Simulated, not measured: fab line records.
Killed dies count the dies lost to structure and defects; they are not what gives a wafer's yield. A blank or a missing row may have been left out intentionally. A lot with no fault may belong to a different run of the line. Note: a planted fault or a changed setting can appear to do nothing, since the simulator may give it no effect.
Comparing a struck lot with a sound one | flow nand harc | 15 steps out of a route of 1302
Sound: wafers L459.3, L459.4, L459.6. Wafers struck: L454.1, L454.2, L454.4. The cause comes at the end.
Order at every step that has rows: each side's tool, ch and its chambers, its first start. Under that, the readings that differ: sound wafers | struck wafers | difference of the means | sigmas: that difference in standard deviations of wafers without a fault.
alike: a reading whose means differ by less than 2 such deviations, as well as words and numbers matching on both sides. not compared: withheld readings; readings where some wafer has no value; bounds like >300 that might hide an equal value; numbers whose values overlap and for which the record gives no deviation.
Wherever a step has rows on one side only, a row that says differs or no value, or a row with sigmas, the two part there. Numbers that have no deviation but don't overlap get no sigmas and don't part them. A reading that every wafer of one side lacks parts them only if that side has two wafers or more.

first, 1 step without rows for these wafers: NHARC_A_CONTACT_ETCH_122 (etches the open film in C4F8/O2/Ar, time 190 s, target depth 1850 nm).
NHARC_A_CONTACT_ETCH_123: etches the open film in C4F8/O2/Ar, time 490 s, target depth 2110 nm.
  sound on har cap etch-01 ch 0,1, day 28 23:20; struck on har cap etch-03 ch 0,1, day 26 13:47
  not compared: rf hours counter h
NHARC_A_CONTACT_ETCH_90: etches the open film in CH3F/O2, target depth 40 nm, time 85.7 s.
  sound on rie diel-01 ch 1,2, day 29 00:08; struck on rie diel-01 ch 0,1,2, day 26 14:46
  alike: drypump motor current A, oes product au, rf vpp V, showerhead plenum p Torr, throttle valve pct
  not compared: rf hours counter h
NHARC_A_CONTACT_ETCH_96: etches the open film in C4F6/O2, target depth 20 nm, time 10 s.
  sound: rie diel-01 ch 0,1,2; struck: rie diel-01 ch 1,2,3
  alike: drypump motor current A, oes product au, rf vpp V, showerhead plenum p Torr, throttle valve pct
  not compared: rf hours counter h
NHARC_A_CONTACT_CD_MEAS_53:
  sound: cd sem-02 at day 29 00:22; struck: cd sem-02 at day 26 14:59
  alike: cd nm
then, 3 steps without rows for these wafers: NHARC_A_CONTACT_STRIP_99 (strips in N2/H2); NHARC_A_CONTACT_STRIP_100 (strips in CF4/CHF3); NHARC_A_CONTACT_STRIP_101 (strips in O2/COS).
NHARC_A_CONTACT_ETCH_102: etches the open film in CF4/O2, target depth 100 nm, overetch 10 nm, time 55 s.
  sound on rie diel-04 ch 0,1,3, day 29 00:39; struck on rie diel-01 ch 1,2,3, day 26 15:17
  alike: drypump motor current A, oes product au, rf vpp V, showerhead plenum p Torr, throttle valve pct
  not compared: rf hours counter h
NHARC_A_CONTACT_STRIP_55: strips in O2.
  sound: rie diel-04 ch 0,1,3; struck: rie diel-01 ch 0,1,2
  alike: drypump motor current A, oes product au, rf vpp V, showerhead plenum p Torr, throttle valve pct
  not compared: rf hours counter h
then, 2 steps without rows for these wafers: NHARC_A_CONTACT_STRIP_56 (strips in post etch residue remover, time 600 s); NHARC_A_CONTACT_DEP_57 (deposits aC, target thk 5300 nm).
NHARC_A_CONTACT_DEP_58: deposits SiON, target thk 90 nm.
  sound on pecvd-02 ch 1,2, day 29 09:53; struck on pecvd-01 ch 0,1, day 26 20:47
  no value came back on the struck wafers for chamber pressure Torr (Torr), heater power outer w (W), heater power w (W); on the sound wafers chamber pressure Torr (Torr) reads 3.503 3.501 3.517
then, 1 step without rows for these wafers: NHARC_A_CONTACT_DEHYDRATE_59 (time 120 s).
-- the record jumps here: 3 days lie between the struck wafers' starts before and after (it left off in module A_CONTACT and takes up again in module END, whose first step shown is number 1302 of the route) --
NHARC_END_SORT_01:
  sound on prober-01 ch 0, day 31 21:09; struck on prober-01 ch 0, day 29 10:26
  reading         | sound    | struck                                                               | difference                   | sigmas
  hold            | - - -    | await dispo/2.9h/scrap await dispo/2.9h/scrap await dispo/2.9h/scrap | no value on the sound wafers |
  killed at array | 44 37 38 | 676 673 671                                                          | +634                         | +33
  killed dies     | 48 43 40 | 677 677 677                                                          | +633                         | +32
  alike: killed at other, killed at periphery, killed open, killed short

== WHERE THEY PART ==
Earliest at NHARC_A_CONTACT_DEP_58; latest, in this record, at NHARC_END_SORT_01.

WHY: the cause the simulator had injected
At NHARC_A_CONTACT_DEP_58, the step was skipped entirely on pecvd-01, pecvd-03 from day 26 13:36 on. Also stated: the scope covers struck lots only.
